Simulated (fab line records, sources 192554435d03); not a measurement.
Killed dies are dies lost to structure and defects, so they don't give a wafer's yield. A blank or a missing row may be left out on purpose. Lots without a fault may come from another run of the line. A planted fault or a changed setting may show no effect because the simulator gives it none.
One fault seen from 2 desks | flow n5_finfet | each desk has only its own numbers; what lay behind them comes last

THE TOOL OWNER'S DESK: ald_hk-01
The tool's own readings at N5_HKMG_FIN_HK_ALD_01 (deposits HfO2, target thk 1.6 nm, pulse time 3 s, purge time 3 s): means of the sampled wafers that have a number, for each lot that ran on this tool. A lot is out of limits, marked OUT, if its mean lies more than 4 standard deviations from the usual mean; the brackets give that distance.
Columns: A = precursor_pulse_height_rel at N5_HKMG_FIN_HK_ALD_01, usual 0.999
lot  | first seen here | A
L830 | day 6 15:50     | 1.005
L836 | day 8 02:16     | 1.004
This desk's finding: nothing out of limits on any of the 2 lots.

THE METROLOGY DESK
What the gauges read, lot by lot, whatever tool the lot ran on: means of the sampled wafers that have a number. A lot is out of limits, marked OUT, if its mean lies more than 4 standard deviations from the usual mean; the brackets give that distance. Of its 15 readings 7 are shown: the one that was out of limits first, and those that lie furthest out on some lot.
Columns: A = HK_THK at N5_HKMG_FIN_THK_MEAS_70, usual 1.621 nm; B = EOT_N at N5_BEOL_M4_RC_MEAS_101, usual 10.48; C = EOT_P at N5_BEOL_M4_RC_MEAS_101, usual 10.43; D = IGATE_N at N5_BEOL_M4_RC_MEAS_101, usual 0.0140 nA/um; E = IGATE_P at N5_BEOL_M4_RC_MEAS_101, usual 0.0042 nA/um; F = IOFF_P at N5_BEOL_M4_RC_MEAS_101, usual 0.25 nA/um; G = VT_P at N5_BEOL_M4_RC_MEAS_101, usual -248 mV
lot  | first seen here | A               | B                | C                | D      | E      | F    | G
L830 | day 6 19:10     | 1.608           | 10.47            | 10.46            | 0.0143 | 0.0044 | 0.19 | -254
L836 | day 8 05:59     | 1.972 (+18) OUT | 11.13 (+5.9) OUT | 11.05 (+5.7) OUT | 0.0090 | 0.0028 | 0.35 | -241
L842 | day 9 20:32     | 1.630           | 10.45            | 10.39            | 0.0142 | 0.0042 | 0.30 | -246
This desk's finding: out of limits on L836; first on L836, day 8 05:59 (HK_THK at N5_HKMG_FIN_THK_MEAS_70). In limits: L830, L842.

PUT TOGETHER
The metrology desk could have raised an alarm at day 8 05:59, on L836.
The tool owner's desk saw nothing out of limits.
The tool owner's desk has L836 on record, within its limits.
Of the lots named, all ran N5_HKMG_FIN_HK_ALD_01 on ald_hk-01.

WHAT THE SIMULATOR HAD PUT IN
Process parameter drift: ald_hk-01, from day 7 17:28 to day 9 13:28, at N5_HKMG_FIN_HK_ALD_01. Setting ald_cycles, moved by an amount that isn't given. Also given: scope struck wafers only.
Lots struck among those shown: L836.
Hours from the fault's start to each desk's first reading out of limits: the metrology desk, 13.
